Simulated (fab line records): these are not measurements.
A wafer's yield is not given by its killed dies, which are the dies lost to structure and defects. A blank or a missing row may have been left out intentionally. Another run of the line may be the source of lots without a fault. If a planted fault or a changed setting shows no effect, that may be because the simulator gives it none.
Lot-split experiment + flow n5_finfet + on a route of 1938 steps: 7 lots, 21 wafers read

SPLIT DETAILS
At N5_GATE_CUT_COAT_27 (time 60 s, resist thk 10 nm), the setting spin_rpm was moved away from the recipe's 1500 rpm on 3 of the 21 wafers read, by -8.6% to +6.9%. All remaining wafers had this setting at the recipe value.

FROM THE SPLIT TO THE READING: what the file shows between them, 3 steps
- N5_GATE_CUT_COAT_07: resist thk 30 nm
- N5_GATE_CUT_EBR_09
- N5_GATE_CUT_DESCUM_18: chemistry O2, time 7 s

THE READING
etch.depth_nm (the simulator's own value, which no gauge read), in nm, at N5_GATE_CUT_ETCH_28 (etches underlayer in N2/H2, target depth 13 nm, time 10.4 s). The file does not state a usual value for it. Here, 18 wafers ran the recipe; their average is 10.005 nm with a standard deviation of 0.026 nm.

| wafer  | tool, chamber at the split | spin_rpm as run, rpm | against the recipe | etch.depth_nm, nm | against lot-mates on the recipe |
|--------|----------------------------|----------------------|--------------------|-------------------|---------------------------------|
| L075.2 | litho_track-03, 0          | 1500                 | recipe             | 10.03             | -                               |
| L075.3 | litho_track-03, 0          | 1500                 | recipe             | 10.03             | -                               |
| L075.4 | litho_track-03, 0          | 1500                 | recipe             | 10.03             | -                               |
| L078.1 | litho_track-02, 0          | 1500                 | recipe             | 10.03             | -                               |
| L078.2 | litho_track-02, 0          | 1500                 | recipe             | 10.04             | -                               |
| L078.5 | litho_track-02, 0          | 1500                 | recipe             | 10.04             | -                               |
| L080.2 | litho_track-04, 0          | 1500                 | recipe             | 9.977             | -                               |
| L080.4 | litho_track-04, 0          | 1500                 | recipe             | 9.979             | -                               |
| L080.6 | litho_track-04, 0          | 1500                 | recipe             | 9.963             | -                               |
| L081.3 | litho_track-04, 0          | 1500                 | recipe             | 9.983             | -                               |
| L081.5 | litho_track-04, 0          | 1500                 | recipe             | 9.984             | -                               |
| L081.6 | litho_track-04, 0          | 1603                 | +6.9%              | 9.629             | -0.354                          |
| L087.3 | litho_track-03, 0          | 1371                 | -8.6%              | 10.44             | +0.472                          |
| L087.4 | litho_track-03, 0          | 1371                 | -8.6%              | 10.47             | +0.502                          |
| L087.6 | litho_track-03, 0          | 1500                 | recipe             | 9.968             | -                               |
| L093.4 | litho_track-03, 0          | 1500                 | recipe             | 10                | -                               |
| L093.5 | litho_track-03, 0          | 1500                 | recipe             | 9.987             | -                               |
| L093.6 | litho_track-03, 0          | 1500                 | recipe             | 10.03             | -                               |
| L096.2 | litho_track-03, 0          | 1500                 | recipe             | 10                | -                               |
| L096.4 | litho_track-03, 0          | 1500                 | recipe             | 10.02             | -                               |
| L096.5 | litho_track-03, 0          | 1500                 | recipe             | 9.999             | -                               |

THE FIT
A straight line over all 21 wafers: etch.depth_nm changes by -0.053 nm for each +1% of spin_rpm; r = -0.99; the points scatter about the line by 0.026 nm.
The same after taking each lot's own level away (the mean of its wafers on the recipe; 21 wafers): -0.0553 nm for each +1%; r = -1.00; scatter 0.012 nm.
According to that fit, moving spin_rpm by its largest amount changes the reading by 0.48 nm.
The lots' own levels span 9.9680 to 10.0367 nm, that is 2.7 times the standard deviation above.
Consequently the slope shifts little with the lot-to-lot level, the two slopes agreeing.
Check: +0.482 nm against its lot-mates is what the line predicts for one of the wafers moved furthest among these (-8.6%) when that wafer is left out of the fit. It came out at +0.472 nm against them.

OTHER SPLITS ON THESE WAFERS
Note: prior to the reading, these wafers also went through further splits. Each is held against what the fit with the lots' levels taken away leaves over:
| other split on the same wafers     | wafers away from the commonest value | r with etch.depth_nm (lot level and that fit taken away) |
|------------------------------------|--------------------------------------|----------------------------------------------------------|
| N5_WELL_APT_COAT_02 spin_rpm       | 7                                    | +0.16                                                    |
| N5_SD_EPI_N_COAT_32 spin_rpm       | 6                                    | +0.00                                                    |
| N5_SD_EPI_N_COAT_33 spin_rpm       | 8                                    | -0.33                                                    |
| N5_SD_EPI_P_ETCH_16 target_depth_a | 7                                    | +0.19                                                    |
| N5_SD_EPI_P_EPI_21 temp_c          | 6                                    | -0.22                                                    |
| N5_HKMG_FIN_COAT_66 spin_rpm       | 5                                    | -0.05                                                    |

THE WHOLE CHAIN: every reading that the file lists as answering this split, in the file's order
| step                | what it does                                                | reading                                                                                | change (the file's fit)                | r (the file's) |
|---------------------|-------------------------------------------------------------|----------------------------------------------------------------------------------------|----------------------------------------|----------------|
| N5_GATE_CUT_COAT_27 | time 60 s, resist thk 10 nm                                 | underlayer_of_GATE_CUT_COAT_27.thk_nm (the simulator's own value, which no gauge read) | -0.0511 nm for each +1% of the setting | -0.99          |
| N5_GATE_CUT_ETCH_28 | etches underlayer in N2/H2, target depth 13 nm, time 10.4 s | etch.depth_nm (the simulator's own value, which no gauge read)                         | -0.0544 nm for each +1% of the setting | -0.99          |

FILE'S OWN FIT
etch.depth_nm changes by -0.0544 nm for each +1% of spin_rpm, r = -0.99.
